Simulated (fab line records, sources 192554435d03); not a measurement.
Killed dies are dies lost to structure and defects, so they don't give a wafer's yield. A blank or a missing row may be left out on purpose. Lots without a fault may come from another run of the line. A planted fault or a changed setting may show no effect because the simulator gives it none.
Which tool did it? | flow n5_finfet | 9 lots, 25 wafers sampled, at 6 steps of a route of 1938

WHAT THE GAUGES READ, wafer by wafer
N5_STI_FIN_REVEAL_CD_MEAS_22: target cd 6.238 nm, pitch 28 nm. Usual: cd_nm 6.25 nm, standard deviation 0.21.
lot  | measured    | on        | cd_nm (nm)     | flag
L683 | day 2 12:53 | cd_sem-02 | 6.16 6.22 6.24 |
L685 | day 3 01:09 | cd_sem-03 | 6.18 5.98 6.15 |
L689 | day 4 02:17 | cd_sem-02 | 6.33 6.33 6.36 |
L696 | day 5 20:50 | cd_sem-03 | 6.11 6.22 6.09 |
L697 | day 6 01:36 | cd_sem-02 | 6.18 6.48 6.30 |
L700 | day 6 20:08 | cd_sem-01 | 7.03 5.99      |
L701 | day 7 03:17 | cd_sem-01 | 7.33 5.84      |
L702 | day 7 10:51 | cd_sem-01 | 6.11 6.29 6.27 |
L706 | day 8 10:07 | cd_sem-02 | 6.34 6.16 6.29 |

N5_STI_FIN_REVEAL_FIN_H_MEAS_10. Usual: trench_depth_nm 52.1 nm, standard deviation 0.63.
lot  | measured    | on     | trench_depth_nm (nm) | flag
L683 | day 2 12:55 | ocd-02 | 52.3 51.9 52.0       |
L685 | day 3 01:11 | ocd-01 | 51.3 51.6 51.5       |
L689 | day 4 02:19 | ocd-01 | 51.6 52.2 51.8       |
L696 | day 5 20:52 | ocd-02 | 50.8 51.2 50.9       |
L697 | day 6 01:38 | ocd-01 | 52.5 51.3 52.5       |
L700 | day 6 20:10 | ocd-01 | 53.1 51.5            |
L701 | day 7 03:19 | ocd-02 | 51.9 52.0            |
L702 | day 7 10:53 | ocd-02 | 51.7 52.0 52.7       |
L706 | day 8 10:09 | ocd-02 | 52.5 52.6 51.7       |

N5_DUMMY_GATE_THK_MEAS_05. Usual: thk_nm 71.8 nm, standard deviation 0.77.
lot  | measured    | on            | thk_nm (nm)    | flag
L683 | day 2 17:14 | film_metro-01 | 71.8 70.9 71.5 |
L685 | day 3 06:41 | film_metro-02 | 71.6 71.6 71.7 |
L689 | day 4 06:36 | film_metro-01 | 72.9 69.5 71.2 |
L696 | day 6 01:10 | film_metro-01 | 72.0 70.8 72.5 |
L697 | day 6 07:54 | film_metro-02 | 71.3 70.8 71.7 |
L700 | day 7 00:29 | film_metro-01 | 72.2 71.6      |
L701 | day 7 07:38 | film_metro-02 | 72.3 72.0      |
L702 | day 7 15:11 | film_metro-02 | 71.4 70.6 71.0 |
L706 | day 8 14:25 | film_metro-02 | 71.0 70.0 70.9 |

N5_BEOL_M4_RC_MEAS_101. Usual: DIBL_N 35.9 mV/V, standard deviation 1.3; DIBL_P 36.3 mV/V, standard deviation 1.5; IOFF_N 0.153 nA/um, standard deviation 0.023; IOFF_N_85C 3.0 nA/um, standard deviation 0.39; IOFF_N_LIN 0.072 nA/um, standard deviation 0.0088; IOFF_N_LONG 5.44e-05 nA/um, standard deviation 2.4e-06; IOFF_P 0.208 nA/um, standard deviation 0.028; IOFF_P_LIN 0.099 nA/um, standard deviation 0.011; ION_N 672 uA/um, standard deviation 9.7; ION_P 462 uA/um, standard deviation 6.6; REXT_N 75.3 ohm.um, standard deviation 1.4; SS_N 71.5 mV/dec, standard deviation 0.53; SS_P 73.3 mV/dec, standard deviation 0.59; VT_N 250.4 mV, standard deviation 2.7; VT_N_LONG 275.5 mV, standard deviation 1.8; VT_N_LVT 99 mV, standard deviation 3.1; VT_P -250.5 mV, standard deviation 3.
lot  | measured     | on        | DIBL_N (mV/V)  | DIBL_P (mV/V)  | IOFF_N (nA/um)    | IOFF_N_85C (nA/um) | IOFF_N_LIN (nA/um) | IOFF_N_LONG (nA/um)        | IOFF_P (nA/um)    | IOFF_P_LIN (nA/um) | ION_N (uA/um) | ION_P (uA/um) | REXT_N (ohm.um) | SS_N (mV/dec)  | SS_P (mV/dec)  | VT_N (mV)         | VT_N_LONG (mV)    | VT_N_LVT (mV) | VT_P (mV)            | flag
L683 | day 8 00:50  | prober-02 | 35.3 36.9 34.4 | 35.2 37.2 33.8 | 0.137 0.162 0.120 | 2.7 3.1 2.4        | 0.064 0.073 0.058  | 5.3e-05 5.34e-05 5.36e-05  | 0.175 0.197 0.152 | 0.084 0.090 0.076  | 660 679 660   | 453 461 450   | 76.3 77.2 75.3  | 71.3 71.8 70.7 | 73.1 73.7 72.3 | 250.9 249.6 254.1 | 273.8 276.9 274.1 | 101 99 104    | -254.6 -255.0 -257.9 |
L685 | day 9 02:06  | prober-02 | 34.1 33.4 34.4 | 36.7 36.1 36.6 | 0.150 0.139 0.148 | 3.0 2.8 3.0        | 0.074 0.069 0.072  | 5.61e-05 5.65e-05 5.72e-05 | 0.207 0.206 0.195 | 0.099 0.099 0.093  | 674 665 664   | 467 463 455   | 77.8 78.8 78.5  | 71.5 71.5 71.6 | 73.5 73.4 73.8 | 247.2 248.8 246.3 | 274.7 275.0 274.4 | 98 99 98      | -250.3 -250.9 -252.2 |
L689 | day 10 07:00 | prober-01 | 36.8 36.9 35.7 | 37.2 35.8 35.7 | 0.170 0.168 0.149 | 3.4 3.4 3.1        | 0.080 0.080 0.071  | 5.51e-05 5.64e-05 5.55e-05 | 0.235 0.222 0.217 | 0.108 0.104 0.101  | 681 685 671   | 470 469 467   | 74.3 73.8 73.9  | 72.2 70.7 71.8 | 73.8 73.4 73.9 | 248.3 248.3 252.0 | 277.3 274.6 275.7 | 98 97 100     | -249.1 -250.4 -249.9 |
L696 | day 12 10:47 | prober-02 | 34.4 36.0 37.2 | 34.2 36.0 37.4 | 0.117 0.137 0.153 | 2.4 2.8 3.0        | 0.057 0.065 0.071  | 5.48e-05 5.49e-05 5.41e-05 | 0.164 0.192 0.211 | 0.082 0.091 0.097  | 656 656 666   | 447 452 456   | 74.4 75.4 75.3  | 70.8 71.7 71.6 | 72.5 72.9 73.3 | 253.0 252.0 251.0 | 274.5 274.4 276.5 | 102 99 99     | -251.7 -252.3 -252.4 |
L697 | day 12 04:38 | prober-02 | 36.0 37.6 36.6 | 36.8 37.8 36.5 | 0.177 0.198 0.174 | 3.4 3.9 3.4        | 0.083 0.088 0.081  | 5.88e-05 5.92e-05 5.98e-05 | 0.237 0.244 0.235 | 0.114 0.116 0.113  | 687 664 676   | 471 460 465   | 73.6 74.7 73.9  | 71.6 72.9 71.9 | 73.8 74.2 73.4 | 243.4 246.2 246.1 | 273.4 271.7 272.6 | 94 94 95      | -248.4 -247.6 -246.4 |
L700 | day 12 15:20 | prober-01 | 38.9 34.3      | 42.0 35.4      | 0.246 0.126       | 4.3 2.5            | 0.118 0.060        | 6.37e-05 5.32e-05          | 0.273 0.161       | 0.133 0.080        | 710 663       | 472 456       | 71.5 74.6       | 72.2 71.2      | 74.3 73.0      | 243.6 253.5       | 270.2 280.1       | 91 102        | -248.7 -255.1        |
L701 | day 13 16:50 | prober-02 | 38.9 36.1      | 40.4 35.9      | 0.258 0.158       | 4.7 3.1            | 0.122 0.072        | 6.54e-05 5.41e-05          | 0.287 0.198       | 0.143 0.096        | 712 679       | 478 460       | 71.3 74.2       | 71.3 71.5      | 74.3 73.5      | 238.7 250.2       | 267.4 275.5       | 86 96         | -245.3 -250.3        |
L702 | day 13 15:25 | prober-01 | 33.7 33.9 34.0 | 34.3 34.7 35.1 | 0.136 0.137 0.144 | 2.7 2.7 2.8        | 0.067 0.067 0.070  | 5.69e-05 5.73e-05 5.74e-05 | 0.213 0.212 0.223 | 0.105 0.104 0.110  | 665 670 686   | 462 466 476   | 75.6 75.4 76.4  | 70.9 70.4 71.5 | 73.3 72.4 73.6 | 251.6 250.3 251.4 | 275.3 276.8 274.2 | 101 100 99    | -247.8 -248.5 -245.7 |
L706 | day 15 00:24 | prober-02 | 35.8 35.0 35.3 | 35.8 34.7 34.6 | 0.145 0.134 0.136 | 2.9 2.7 2.7        | 0.071 0.068 0.066  | 5.51e-05 5.48e-05 5.46e-05 | 0.211 0.189 0.192 | 0.103 0.095 0.096  | 689 679 672   | 473 469 462   | 75.0 76.0 76.3  | 70.6 70.9 70.7 | 72.9 72.8 73.1 | 248.5 250.8 250.5 | 273.3 273.2 275.6 | 98 99 100     | -249.6 -249.5 -249.6 |

WHICH TOOL RAN EACH LOT (tool, then ch and the chambers of the sampled wafers, then the start)
lot  | N5_FIN_CUT_STRIP_22               | N5_STI_FIN_REVEAL_OXIDATION_31
L683 | rie_diel-02 ch 0,3, day 2 03:52   | plasma_asher-02 ch 0,1, day 2 12:23
L685 | rie_diel-04 ch 0,1,2, day 2 16:10 | plasma_asher-02 ch 0,1, day 3 00:38
L689 | rie_diel-01 ch 0,1,2, day 3 17:30 | plasma_asher-01 ch 0,1, day 4 01:47
L696 | rie_diel-04 ch 0,1,2, day 5 11:34 | plasma_asher-02 ch 0,1, day 5 20:20
L697 | rie_diel-04 ch 0,1,2, day 5 15:45 | plasma_asher-01 ch 1, day 6 01:05
L700 | rie_diel-01 ch 1,2, day 6 11:17   | plasma_asher-02 ch 0, day 6 19:32
L701 | rie_diel-01 ch 0,1, day 6 18:20   | plasma_asher-02 ch 0, day 7 02:43
L702 | rie_diel-02 ch 0,1, day 7 01:39   | plasma_asher-01 ch 0,1, day 7 10:21
L706 | rie_diel-04 ch 2,3, day 8 01:16   | plasma_asher-01 ch 0,1, day 8 09:36
- N5_FIN_CUT_STRIP_22: strips in N2/H2.
- N5_STI_FIN_REVEAL_OXIDATION_31: chemistry O2 PLASMA REMOTE, time 20 s.

WHAT THE TOOLS THEMSELVES READ (means of the sampled wafers that have a number; where no wafer has one, the mark that the record gives instead)
N5_FIN_CUT_STRIP_22. Usual: drypump_motor_current_A 5.5 A, standard deviation 0.34; h2_flow_sccm 300.0 sccm, standard deviation 0.8; oes_product_au 0.77 a.u., standard deviation 0.085; rf_vpp_V 54.1 V, standard deviation 2.1; showerhead_plenum_p_Torr 3.37 Torr, standard deviation 0.12; throttle_valve_pct 18.9 %, standard deviation 0.35.
lot  | tool        | drypump_motor_current_A (A) | h2_flow_sccm (sccm) | oes_product_au (a.u.) | rf_vpp_V (V) | showerhead_plenum_p_Torr (Torr) | throttle_valve_pct (%) | flag
L683 | rie_diel-02 | 5.9                         | 300.2               | 0.75                  | 54.5         | 3.48                            | 19.1                   |
L685 | rie_diel-04 | 5.2                         | 300.0               | 0.82                  | 53.2         | 3.43                            | 18.8                   |
L689 | rie_diel-01 | 5.7                         | 299.8               | 0.85                  | 54.9         | 3.35                            | 18.8                   |
L696 | rie_diel-04 | 5.2                         | 299.9               | 0.81                  | 54.4         | 3.42                            | 18.8                   |
L697 | rie_diel-04 | 5.2                         | 300.7               | 0.80                  | 53.3         | 3.42                            | 18.8                   |
L700 | rie_diel-01 | 5.6                         | 299.9               | 0.81                  | 54.2         | 3.31                            | 18.9                   |
L701 | rie_diel-01 | 5.8                         | 298.8               | 0.78                  | 53.7         | 3.37                            | 19.0                   |
L702 | rie_diel-02 | 5.7                         | 299.8               | 0.91                  | 53.2         | 3.53                            | 18.8                   |
L706 | rie_diel-04 | 5.4                         | 299.4               | 0.72                  | 52.8         | 3.39                            | 18.8                   |

N5_STI_FIN_REVEAL_OXIDATION_31. Usual: drypump_motor_current_A 5.88 A, standard deviation 0.27; heater_power_w 139 W, standard deviation 15.
lot  | tool            | drypump_motor_current_A (A) | heater_power_w (W) | flag
L683 | plasma_asher-02 | 6.08                        | 143                |
L685 | plasma_asher-02 | 6.24                        | 156                |
L689 | plasma_asher-01 | 5.70                        | 134                |
L696 | plasma_asher-02 | 6.25                        | 155                |
L697 | plasma_asher-01 | 5.74                        | 134                |
L700 | plasma_asher-02 | 5.96                        | 128                |
L701 | plasma_asher-02 | 5.94                        | 130                |
L702 | plasma_asher-01 | 5.70                        | 132                |
L706 | plasma_asher-01 | 5.72                        | 133                |

THE ANSWER, worked out from the rows above alone
Rule: a lot is off if the mean of its wafers that have a number lies more than 3 standard deviations from the usual mean. A lot without any number at a reading at which 4 lots or more have one is off too. The other lots that the step has rows for count as sound. The gauges are gone through in route order, then the tools' own readings, and for those a lot's mean is taken as printed above. The first step at which some lot is off is used, and at that step the reading that is off furthest; a lot without a number counts as furthest.
No lot is off at any reading shown: from this, nothing can be told.

WHAT THE SIMULATOR HAD PUT IN
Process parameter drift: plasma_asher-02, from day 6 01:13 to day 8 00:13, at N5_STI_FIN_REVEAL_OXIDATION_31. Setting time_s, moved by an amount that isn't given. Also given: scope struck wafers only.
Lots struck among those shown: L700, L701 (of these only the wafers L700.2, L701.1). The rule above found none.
